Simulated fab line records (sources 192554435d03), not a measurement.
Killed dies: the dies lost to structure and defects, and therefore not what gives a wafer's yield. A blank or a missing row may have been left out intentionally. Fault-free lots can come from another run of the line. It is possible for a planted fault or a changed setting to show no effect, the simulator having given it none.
Which tool did it? / flow n5_finfet / 11 lots, 33 wafers sampled, at 1 step of a route of 1938

## WHAT THE GAUGES READ, wafer by wafer
N5_BEOL_M2_OVL_MEAS_29.
lot=L076; measured=day 7 03:43; on=overlay-01; V1_OVL (nm)=-1.0 -0.8 -1.5
lot=L078; measured=day 7 16:50; on=overlay-02; V1_OVL (nm)=1.1 0.5 1.0
lot=L080; measured=day 8 06:07; on=overlay-02; V1_OVL (nm)=0.9 0.6 0.5
lot=L082; measured=day 8 19:25; on=overlay-01; V1_OVL (nm)=0.3 -0.7 -0.6
lot=L084; measured=day 9 18:04; on=overlay-02; V1_OVL (nm)=1.0 1.5 0.8
lot=L087; measured=day 10 02:14; on=overlay-02; V1_OVL (nm)=1.3 0.7 0.5
lot=L088; measured=day 10 05:58; on=overlay-02; V1_OVL (nm)=1.1 0.7 1.0
lot=L090; measured=day 10 12:38; on=overlay-02; V1_OVL (nm)=0.8 -0.4 -0.3
lot=L092; measured=day 11 05:50; on=overlay-01; V1_OVL (nm)=0.9 -0.3 0.6
lot=L095; measured=day 11 20:20; on=overlay-02; V1_OVL (nm)=0.2 0.8 1.7
lot=L096; measured=day 12 12:23; on=overlay-02; V1_OVL (nm)=1.1 0.4 0.7

## TOOL THAT RAN EACH LOT (tool first, then ch and the chambers of the sampled wafers, then the start)
Before these readings, the record contains no process step.

## THE ANSWER, worked out from the rows above alone
Rule: usual is defined by the lots themselves. Put in order of their means at a reading, lots are off if they are a third of the lots or fewer, leave a main group of 4 or more, and stand apart from it by a gap of 3 or more times the standard deviation of the main group's means; of several such gaps the widest counts. A main group is skipped when, at the precision printed for the reading in the tables above, its means are all equal. Also off: a lot with no number at a reading for which 4 or more lots have one. All remaining lots with rows at the step are treated as sound.
No lot is off on any of the readings shown, so nothing can be concluded from this.

## WHAT THE SIMULATOR PUT IN
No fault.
